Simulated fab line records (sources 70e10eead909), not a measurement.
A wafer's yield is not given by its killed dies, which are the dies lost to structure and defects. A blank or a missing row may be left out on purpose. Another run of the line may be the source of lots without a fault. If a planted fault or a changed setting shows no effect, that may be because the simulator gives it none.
Matching of chambers + flow nandHarc + NHARC_A_M0_CMP_23 on cmp-02: 4 sister chambers
The step polishes, t overpolish 20 s, target thk 113.75 nm. 24 wafers are shown with their chamber, then 12 later ones without.

EACH WAFER AND ITS CHAMBER
| wafer  | chamber | motorCurrentA (A) | timeToEndpointS (s) |
|--------|---------|-------------------|---------------------|
| L075.2 | 3       | 12.5              | 27.3                |
| L075.3 | 0       | 11.6              | 28.0                |
| L075.5 | 1       | 10.7              | 28.0                |
| L078.2 | 1       | 11.1              | 28.7                |
| L078.5 | 0       | 12.0              | 27.2                |
| L078.6 | 3       | 12.5              | 26.8                |
| L079.3 | 2       | 11.5              | 27.7                |
| L079.5 | 2       | 11.0              | 24.5                |
| L079.6 | 1       | 10.9              | 29.0                |
| L080.1 | 1       | 10.8              | 25.1                |
| L080.2 | 3       | 12.8              | 23.2                |
| L080.4 | 2       | 11.3              | 27.5                |
| L082.2 | 3       | 12.6              | 27.5                |
| L082.4 | 2       | 10.6              | 26.1                |
| L082.6 | 0       | 11.4              | 24.3                |
| L086.2 | 2       | 10.9              | 26.8                |
| L086.5 | 0       | 11.9              | 23.1                |
| L086.6 | 3       | 12.9              | 21.2                |
| L087.2 | 1       | 10.9              | 27.3                |
| L087.5 | 2       | 10.8              | 29.2                |
| L087.6 | 3       | 12.8              | 26.7                |
| L089.1 | 0       | 11.8              | 29.4                |
| L089.2 | 2       | 11.0              | 31.2                |
| L089.5 | 3       | 12.6              | 26.7                |

SIGNATURES (means of the wafers above)
| reading         | chamber 0 | chamber 1 | chamber 2 | chamber 3 | scatter within a chamber |
|-----------------|-----------|-----------|-----------|-----------|--------------------------|
| motorCurrentA   | 11.740    | 10.880    | 11.014    | 12.671    | 0.226                    |
| timeToEndpointS | 26.400    | 27.620    | 27.571    | 25.629    | 2.24                     |
Rule: for each reading, subtract the chamber's mean from the wafer's reading, divide by that reading's scatter and square the result; add these up over the readings and take the root, which gives the wafer's distance from the chamber. The wafer belongs to the nearest chamber; if the next one is less than 2 further off, it can't be placed. The scatter is the square root of a quotient: the sum, over the shown wafers, of each reading's squared deviation from its chamber's mean, divided by wafers minus chambers.

WAFERS WHOSE CHAMBER IS MISSING
| wafer  | motorCurrentA (A) | timeToEndpointS (s) |
|--------|-------------------|---------------------|
| L093.1 | 11.2              | 27.9                |
| L093.2 | 10.3              | 24.9                |
| L093.6 | 11.8              | 25.5                |
| L095.2 | 11.1              | 30.7                |
| L095.4 | 13.0              | 29.3                |
| L095.5 | 11.7              | 29.3                |
| L096.2 | 11.5              | 28.4                |
| L096.3 | 10.7              | 29.6                |
| L096.4 | 12.6              | 30.0                |
| L097.1 | 11.6              | 32.7                |
| L097.3 | 12.9              | 29.9                |
| L097.6 | 13.3              | 30.5                |

WHICH CHAMBER EACH WENT THROUGH
| wafer  | from the rows above          | in truth |
|--------|------------------------------|----------|
| L093.1 | can't be placed: 2 or 1 or 0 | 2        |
| L093.2 | can't be placed: 1 or 2      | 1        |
| L093.6 | 0                            | 0        |
| L095.2 | can't be placed: 2 or 1 or 0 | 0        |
| L095.4 | 3                            | 3        |
| L095.5 | can't be placed: 0 or 2      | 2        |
| L096.2 | can't be placed: 0 or 2 or 1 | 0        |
| L096.3 | can't be placed: 1 or 2      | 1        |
| L096.4 | 3                            | 3        |
| L097.1 | can't be placed: 0 or 2 or 1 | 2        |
| L097.3 | 3                            | 3        |
| L097.6 | 3                            | 3        |
5 of 12 placed correctly. Unplaceable from these rows: 7, with the true chamber sitting among the candidates in 7. Number placed wrongly: 0.
